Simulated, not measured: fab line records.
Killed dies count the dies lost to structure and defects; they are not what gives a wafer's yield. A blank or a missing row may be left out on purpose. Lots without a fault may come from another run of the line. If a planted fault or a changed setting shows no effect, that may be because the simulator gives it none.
Lot-split experiment -- flow n5_finfet -- route with 1938 steps; 7 lots, 39 wafers read

## SPLIT DETAILS
At N5_GATE_CUT_ETCH_56 (etches TiN in Cl2/Ar, target depth 21.6 nm), the setting target_depth_a was moved away from the recipe's 216 angstrom on 15 of the 39 wafers read, by -12.6% to -4.6%. The other wafers ran this setting at the recipe's value.

The reading comes from the split's own step.

## THE READING
etch.depth_nm (the simulator's own value, which no gauge read), in nm, at N5_GATE_CUT_ETCH_56 (etches TiN in Cl2/Ar, target depth 21.6 nm). The file gives no usual value for it. Average 22.05 nm, standard deviation 0.68 nm, over the 24 wafers here run with the recipe.

wafer,"tool, chamber at the split","target_depth_a as run, angstrom",against the recipe,"etch.depth_nm, nm",against lot-mates on the recipe
L076.1,"rie_metal-01, 1",216,recipe,20.62,-
L076.2,"rie_metal-01, 0",216,recipe,22.03,-
L076.3,"rie_metal-01, 0",216,recipe,21.98,-
L076.4,"rie_metal-01, 1",190.4,-11.9%,18.05,-3.49
L076.5,"rie_metal-01, 0",190.4,-11.9%,19.19,-2.35
L076.6,"rie_metal-01, 1",190.4,-11.9%,18.01,-3.53
L077.1,"rie_metal-03, 1",216,recipe,22.79,-
L077.2,"rie_metal-03, 0",216,recipe,22.6,-
L077.3,"rie_metal-03, 0",206,-4.6%,21.43,-1.24
L077.4,"rie_metal-03, 1",206,-4.6%,21.71,-0.96
L077.5,"rie_metal-03, 1",216,recipe,22.62,-
L077.6,"rie_metal-03, 0",206,-4.6%,21.5,-1.17
L078.1,"rie_metal-01, 0",216,recipe,22.02,-
L078.2,"rie_metal-01, 1",216,recipe,20.52,-
L078.4,"rie_metal-01, 0",216,recipe,21.9,-
L084.1,"rie_metal-03, 0",188.7,-12.6%,19.62,-2.72
L084.2,"rie_metal-03, 1",188.7,-12.6%,19.57,-2.77
L084.3,"rie_metal-03, 0",216,recipe,22.44,-
L084.4,"rie_metal-03, 1",216,recipe,22.15,-
L084.5,"rie_metal-03, 0",216,recipe,22.42,-
L084.6,"rie_metal-03, 1",188.7,-12.6%,19.5,-2.84
L087.1,"rie_metal-01, 1",216,recipe,20.09,-
L087.2,"rie_metal-01, 0",216,recipe,21.79,-
L087.3,"rie_metal-01, 0",216,recipe,21.68,-
L087.4,"rie_metal-01, 1",195.8,-9.4%,18.39,-2.80
L087.5,"rie_metal-01, 1",195.8,-9.4%,18.42,-2.77
L087.6,"rie_metal-01, 0",195.8,-9.4%,19.7,-1.49
L093.1,"rie_metal-03, 1",216,recipe,22.4,-
L093.2,"rie_metal-03, 0",216,recipe,22.38,-
L093.3,"rie_metal-03, 0,1",216,recipe,22.34,-
L093.5,"rie_metal-03, 0,1",216,recipe,22.34,-
L093.4,"rie_metal-03, 1",216,recipe,22.47,-
L093.6,"rie_metal-03, 0",216,recipe,22.61,-
L096.1,"rie_metal-02, 0",216,recipe,22.24,-
L096.2,"rie_metal-02, 0",202.7,-6.2%,20.96,-1.37
L096.3,"rie_metal-02, 0",202.7,-6.2%,20.88,-1.45
L096.4,"rie_metal-02, 0",216,recipe,22.46,-
L096.5,"rie_metal-02, 0",202.7,-6.2%,20.85,-1.48
L096.6,"rie_metal-02, 0",216,recipe,22.3,-
The file does not say which wafer passed through which chamber wherever a row lists several chambers: such a row stands for several wafers.

THE FIT
A straight line over all 39 wafers: etch.depth_nm changes by +0.259 nm for each +1% of target_depth_a; r = +0.87; the points scatter about the line by 0.73 nm.
The same after taking each lot's own level away (the mean of its wafers on the recipe; 39 wafers): +0.242 nm for each +1%; r = +0.94; scatter 0.44 nm.
Per that fit: largest target_depth_a move, reading shift of 3.1 nm.
Measured against the standard deviation above, the lots' own levels, which go from 21.187 to 22.670 nm, span 2.2 times it.
Hence the lot-to-lot level has little effect on the slope; both slopes agree.
Check: -3.1 nm against its lot-mates is what the line predicts for one of the wafers moved furthest among these (-12.6%) when that wafer is left out of the fit. Against them it came out at -2.72 nm.

## FURTHER SPLITS ON THESE WAFERS
Other splits were also applied to these wafers ahead of the reading. Each is held against what the fit with the lots' levels taken away leaves over:
other split on the same wafers,wafers away from the commonest value,r with etch.depth_nm (lot level and that fit taken away)
N5_DUMMY_GATE_EXPOSE_12 dose_mj,15,+0.03
N5_DUMMY_GATE_ETCH_37 source_w,15,-0.06
N5_DUMMY_GATE_ETCH_31 target_depth_a,15,+0.00

## THE FILE'S OWN FIT
etch.depth_nm changes by +0.242 nm for each +1% of target_depth_a, r = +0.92.
